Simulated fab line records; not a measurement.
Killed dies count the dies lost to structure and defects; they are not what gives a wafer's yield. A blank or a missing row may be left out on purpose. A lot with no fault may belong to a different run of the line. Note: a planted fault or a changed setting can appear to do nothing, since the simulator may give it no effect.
fab line records	flow n5_finfet
record lots=10	wafers=30	last_day=17
route steps=1938 shown BEOL_M9@1415
lots untouched by any fault: they come from a run of this same line in which no faults occurred
start_h: hours from the record's opening day to when the first of the lot's shown wafers began	wait_h: time in hours since the lot's previous step	" same as the row above	L1.1+2: several wafers, shown together as one row	- either no value or no given start	* or withheld: withheld	< > ~ a bound
route shown NAME@n: a module of which the file shows steps, and the number in the route of the first	usual: the fault-free wafers' mean and standard deviation	same: alike in all rows	chamber/n: place in a boat	sites: the reading at each site	_std_site: the values' standard deviation	_edge_site: mean of outer sites minus mean of inner sites	radius_mm: for every site, how far away it sits from the centre of the wafer	mask NAME#n: copy n	behind: the most recent tool/chamber to have shaped the wafer	hold: why the lot went on hold/how many hours it stayed there/how the hold came to an end	device: the n, p or np transistor that did not switch	end of line: at the end of the route, the tests of the same wafers	a step with no rows: only its recipe	killed: count of dies lost to structure and defects at first sort (not the wafer's yield)	map: per-die view of a wafer (x killed, . not killed, _ where there is no die)
set.NAME: the setting that was run; set.NAME@STEP: the one run at that earlier step	model.NAME: the simulator's own value behind a step, which no gauge read
the route's steps for a sample of lots (tables are steps, rows are wafers)
services: the hour from which a tool's chamber was out of use, counted from the record's first day as start_h (under 0 if before that day), plus the number of hours and why
## steps
# step N5_BEOL_M9_OVL_MEAS_12
# recipe points_per_wafer=44
# usual M9_OVL=0.1/0.78
# same points_per_wafer=44
lot.wafer	tool	chamber	start_h	wait_h	M9_OVL[nm]
L438.3	overlay-02	0	205.45	0.0	-0.7
L438.4	"	0	"	"	0.3
L438.6	"	0	"	"	-1.1
L441.2	overlay-02	0	242.09	0.0	0.0
L441.4	"	0	"	"	0.1
L441.6	"	0	"	"	-0.3
L445.1	overlay-02	0	258.72	0.0	0.8
L445.3	"	0	"	"	1.3
L445.5	"	0	"	"	1.3
L447.1	overlay-02	0	271.15	0.0	0.3
L447.4	"	0	"	"	-0.8
L447.5	"	0	"	"	0.3
L450.2	overlay-02	0	290.22	0.0	0.9
L450.4	"	0	"	"	0.6
L450.6	"	0	"	"	0.9
L449.1	overlay-01	0	299.14	0.0	-0.3
L449.4	"	0	"	"	0.0
L449.5	"	0	"	"	0.8
L454.3	overlay-02	0	305.96	0.0	1.0
L454.4	"	0	"	"	0.8
L454.5	"	0	"	"	-0.2
L453.1	overlay-02	0	309.32	0.0	-1.5
L453.2	"	0	"	"	-1.6
L453.6	"	0	"	"	-1.2
L455.2	overlay-01	0	331.14	0.0	-0.8
L455.4	"	0	"	"	0.6
L455.5	"	0	"	"	-0.1
L459.1	overlay-02	0	344.49	0.0	2.2
L459.2	"	0	"	"	1.9
L459.6	"	0	"	"	2.4
# step N5_BEOL_M9_ETCH_61
# recipe chemistry=CF4	target=SiARC	target_depth_a=390	mask_material=CAR-ArF	time_s=65	ion_energy_ev=80	pressure_mtorr=40	source_w=545	bias_w=36	Ar_flow_sccm=100	cf4_flow_sccm=100	ends=cleared
# usual bias_w=36.00/0.1	drypump_motor_current_A=5.8/0.5	etch_rf_on_time_s=64.4/1.6	oes_product_au=0.67/0.059	rf_fwd_power_W=538.7/2	rf_vpp_V=183.9/0.98	showerhead_plenum_p_Torr=2.12/0.047	throttle_valve_pct=15.55/0.22
lot.wafer	tool	chamber	start_h	wait_h	bias_w	drypump_motor_current_A	etch_rf_on_time_s	oes_product_au	rf_fwd_power_W	rf_hours_counter_h	rf_vpp_V	showerhead_plenum_p_Torr	throttle_valve_pct
L438.3	rie_diel-02	2	205.55	0.0	35.97	6.4	67.2	0.59	538.7	172	184.1	2.13	15.77
L438.4	"	3	"	"	35.91	5.4	66.2	0.63	537.6	170	183.2	2.10	15.69
L438.6	"	0	"	"	35.82	5.4	62.0	0.75	534.3	-	184.0	2.08	15.04
L441.2	rie_diel-05	0	242.18	0.0	36.05	5.9	67.1	0.59	538.1	241	184.5	2.11	15.73
L441.4	"	3	"	"	36.02	6.4	65.2	0.68	538.6	101	183.9	2.10	15.82
L441.6	"	2	"	"	36.15	5.9	63.0	0.69	537.1	-	185.1	2.16	15.45
L445.1	rie_diel-03	0	258.81	0.0	36.03	5.3	62.5	0.70	539.3	102	183.1	2.07	15.52
L445.3	"	2	"	"	36.15	5.7	64.2	0.59	540.5	249	183.6	2.20	15.77
L445.5	"	2	"	"	36.06	5.8	64.8	0.59	538.4	-	185.3	2.20	15.78
L447.1	rie_diel-03	1	271.25	0.0	36.12	4.8	62.3	0.74	539.2	45	184.0	2.18	15.46
L447.4	"	3	"	"	35.90	6.7	63.2	0.68	538.3	-	184.5	2.15	15.46
L447.5	"	1	"	"	36.06	4.8	63.5	0.74	539.5	-	184.1	2.18	15.45
L450.2	rie_diel-03	2	291.17	0.0	36.11	5.7	63.8	0.85	541.0	1	185.1	2.20	15.28
L450.4	"	0	"	"	35.94	5.3	63.8	0.69	537.5	113	184.0	2.07	15.55
L450.6	"	3	"	"	36.02	6.6	63.7	0.67	536.3	-	184.4	2.15	15.47
L449.1	rie_diel-02	1	299.23	0.0	35.87	5.7	63.6	0.67	536.4	124	183.2	2.06	15.48
L449.4	"	3	"	"	36.00	5.4	66.5	0.61	539.9	196	182.9	2.10	15.74
L449.5	"	3	"	"	35.85	5.4	66.5	0.61	540.0	-	183.0	2.10	15.75
L454.3	rie_diel-02	2	306.59	0.0	36.01	6.4	67.5	0.58	538.3	200	185.2	2.12	15.86
L454.4	"	3	"	"	36.12	5.4	66.3	0.61	541.5	199	184.0	2.09	15.76
L454.5	"	3	"	"	36.05	5.4	66.5	0.61	542.0	-	183.6	2.09	15.75
L453.1	rie_diel-02	3	309.42	0.0	36.12	5.4	66.3	0.60	539.8	200	184.1	2.09	15.77
L453.2	"	2	"	"	36.05	6.4	67.3	0.58	538.9	201	184.1	2.12	15.86
L453.6	"	1	"	"	36.13	5.7	64.0	0.66	537.0	-	183.2	2.06	15.52
L455.2	rie_diel-03	2	331.23	0.0	36.25	5.8	64.9	0.78	541.7	15	183.3	2.19	15.31
L455.4	"	2	"	"	36.04	5.7	64.7	0.77	540.4	-	184.6	2.19	15.30
L455.5	"	1	"	"	36.05	4.8	62.7	0.72	542.9	-	184.0	2.17	15.50
L459.1	rie_diel-02	0	344.73	0.0	36.08	5.4	62.4	0.72	536.2	97	183.5	2.07	15.12
L459.2	"	2	"	"	35.96	6.4	67.5	0.57	536.4	211	184.0	2.12	15.87
L459.6	"	0	"	"	35.98	5.4	62.6	0.72	536.0	-	183.6	2.07	15.12
# step N5_BEOL_M9_ETCH_66
# recipe chemistry=N2/H2	target=SOC	target_depth_a=800	overetch_a=160	mask_material=SiARC	temp_c=40	time_s=120	ion_energy_ev=200	pressure_mtorr=30	source_w=840	bias_w=150	n2_flow_sccm=200	h2_flow_sccm=200
# usual bias_w=150.0/0.48	drypump_motor_current_A=5.8/0.48	oes_product_au=0.60/0.048	rf_fwd_power_W=836.1/2.7	rf_vpp_V=523.2/1.9	showerhead_plenum_p_Torr=2.52/0.052	throttle_valve_pct=17.79/0.26
lot.wafer	tool	chamber	start_h	wait_h	bias_w	drypump_motor_current_A	oes_product_au	rf_fwd_power_W	rf_hours_counter_h	rf_vpp_V	showerhead_plenum_p_Torr	throttle_valve_pct
L438.3	rie_diel-05	1	206.59	0.0	150.2	5.6	0.57	835.5	169	525.8	2.61	17.57
L438.4	"	3	"	"	150.1	6.4	0.62	834.3	93	521.1	2.48	18.14
L438.6	"	1	"	"	150.3	5.6	0.56	838.8	-	525.2	2.61	17.55
L441.2	rie_diel-03	0	244.96	0.0	150.1	5.3	0.62	834.2	97	520.7	2.47	17.82
L441.4	"	3	"	"	150.4	6.6	0.61	837.6	108	525.8	2.56	17.70
L441.6	"	3	"	"	149.8	6.6	0.60	839.9	-	525.3	2.56	17.68
L445.1	rie_diel-02	2	261.08	0.0	149.7	6.4	0.54	833.7	186	525.7	2.51	17.87
L445.3	"	1	"	"	149.1	5.7	0.59	835.0	114	522.0	2.45	17.81
L445.5	"	1	"	"	149.9	5.7	0.60	833.1	-	521.2	2.45	17.80
L447.1	rie_diel-02	3	274.45	0.0	150.0	5.4	0.56	834.1	190	523.4	2.55	18.27
L447.4	"	0	"	"	149.5	5.4	0.65	834.0	75	521.0	2.49	17.47
L447.5	"	0	"	"	150.2	5.4	0.64	838.3	-	521.3	2.50	17.48
L450.2	rie_diel-02	2	292.19	0.0	149.4	6.5	0.53	837.8	194	524.0	2.51	17.90
L450.4	"	0	"	"	150.4	5.4	0.64	835.5	80	521.2	2.49	17.50
L450.6	"	3	"	"	137.4	5.4	0.55	837.2	-	494.9	2.55	18.28
L449.1	rie_diel-02	0	300.58	0.0	149.5	5.4	0.64	835.2	82	520.5	2.49	17.48
L449.4	"	3	"	"	138.8	5.4	0.56	836.6	197	495.5	2.55	18.28
L449.5	"	1	"	"	150.9	5.7	0.59	834.2	-	521.9	2.44	17.82
L454.3	rie_diel-02	3	308.45	0.0	138.6	5.4	0.55	836.6	200	495.9	2.55	18.30
L454.4	"	0	"	"	150.4	5.3	0.64	838.8	85	522.5	2.49	17.50
L454.5	"	0	"	"	149.8	5.3	0.64	837.4	-	522.6	2.49	17.48
L453.1	rie_diel-05	1	310.60	0.0	150.5	5.7	0.54	838.6	207	526.6	2.60	17.61
L453.2	"	3	"	"	149.4	6.4	0.59	834.1	125	520.4	2.46	18.21
L453.6	"	2	"	"	150.3	5.9	0.59	832.7	-	524.3	2.53	17.51
L455.2	rie_diel-03	2	333.98	0.0	150.4	5.7	0.70	835.4	16	525.6	2.59	17.42
L455.4	"	0	"	"	149.9	5.3	0.60	837.2	-	521.0	2.45	17.86
L455.5	"	2	"	"	150.4	5.7	0.70	833.3	-	525.8	2.59	17.40
L459.1	rie_diel-03	2	346.08	0.0	150.1	5.7	0.68	836.7	21	523.8	2.59	17.44
L459.2	"	1	"	"	149.4	4.8	0.63	837.8	68	524.8	2.59	17.68
L459.6	"	0	"	"	150.6	5.3	0.60	833.9	-	521.8	2.45	17.89
# step N5_BEOL_M9_CURE_72
# recipe temp_c=370	time_s=120	ambient=DMADMS/He	material=SiCOH_lowk
# usual lamp_power_pct=52.31/0.051	wafer_temp_C_max=371.7/0.49
lot.wafer	tool	chamber	start_h	wait_h	lamp_power_pct	wafer_temp_C_max
L438.3	uv_cure-02	1	207.26	0.1	52.40	371.0
L438.4	"	1	"	"	52.28	372.1
L438.6	"	1	"	"	52.32	371.4
L441.2	uv_cure-03	2	245.58	0.1	52.31	371.9
L441.4	"	2	"	"	52.24	371.6
L441.6	"	2	"	"	52.32	371.5
L445.1	uv_cure-02	2	261.65	0.0	52.32	371.3
L445.3	"	2	"	"	52.32	371.3
L445.5	"	2	"	"	52.27	371.3
L447.1	uv_cure-03	2	275.11	0.0	52.36	371.0
L447.4	"	2	"	"	52.29	371.3
L447.5	"	2	"	"	52.30	371.0
L450.2	uv_cure-01	1	292.81	0.1	52.33	370.9
L450.4	"	1	"	"	52.38	371.8
L450.6	"	1	"	"	52.44	371.0
L449.1	uv_cure-03	1	301.15	0.0	52.31	372.0
L449.4	"	1	"	"	52.28	371.6
L449.5	"	1	"	"	52.24	371.7
L454.3	uv_cure-01	1	309.24	0.3	52.32	371.2
L454.4	"	1	"	"	52.30	370.8
L454.5	"	1	"	"	52.29	371.2
L453.1	uv_cure-02	1	311.17	0.0	52.35	372.1
L453.2	"	1	"	"	52.34	371.8
L453.6	"	1	"	"	52.35	371.7
L455.2	uv_cure-02	1	334.60	0.1	52.32	372.2
L455.4	"	1	"	"	52.32	371.6
L455.5	"	1	"	"	52.23	371.6
L459.1	uv_cure-03	1	346.65	0.0	52.31	371.5
L459.2	"	1	"	"	52.29	372.3
L459.6	"	1	"	"	52.32	371.3
## services
tool	chamber	start_h	hours	kind
rie_diel-03	2	189.48	14.7	repair
uv_cure-02	-	199.89	2.8	pm
uv_cure-01	-	232.86	7.5	pm
rie_diel-02	-	249.58	2.8	pm
uv_cure-03	-	256.48	1.0	pm
rie_diel-03	2	261.75	-	clean
rie_diel-03	2	261.75	-	consumable_replace:focus_ring
rie_diel-03	2	261.75	24.2	scheduled_down
rie_diel-03	2	261.75	24.2	vent_cycle
rie_diel-05	0	269.66	-	clean
rie_diel-05	0	269.66	-	consumable_replace:focus_ring
rie_diel-05	0	269.66	24.8	scheduled_down
rie_diel-05	0	269.66	24.8	vent_cycle
uv_cure-01	-	277.48	14.6	pm
uv_cure-02	-	302.00	1.9	repair
uv_cure-02	-	337.49	2.1	pm
## key
first_sign step=N5_BEOL_M9_ETCH_66	reading=bias_w	direction=down	sigmas=24	usual=*	struck=*
effect step=N5_BEOL_M9_ETCH_66	reading=rf_vpp_V	direction=down	sigmas=15	usual=523.2	struck=495.4
met_at N5_BEOL_M9_ETCH_66
struck_lots L449,L450,L454
struck_wafers L449.4,L450.6,L454.3
not_acting_at N5_BEOL_M9_OVL_MEAS_12,N5_BEOL_M9_ETCH_61,N5_BEOL_M9_CURE_72
onset_between 274.45 292.19
fault kind=process_parameter_drift	tool=rie_diel-02	chamber=3	onset_h=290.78	steps=N5_BEOL_M9_ETCH_66	channel=bias_w	offset=*	shape=step	end_h=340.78	acts_in=*	stated=*
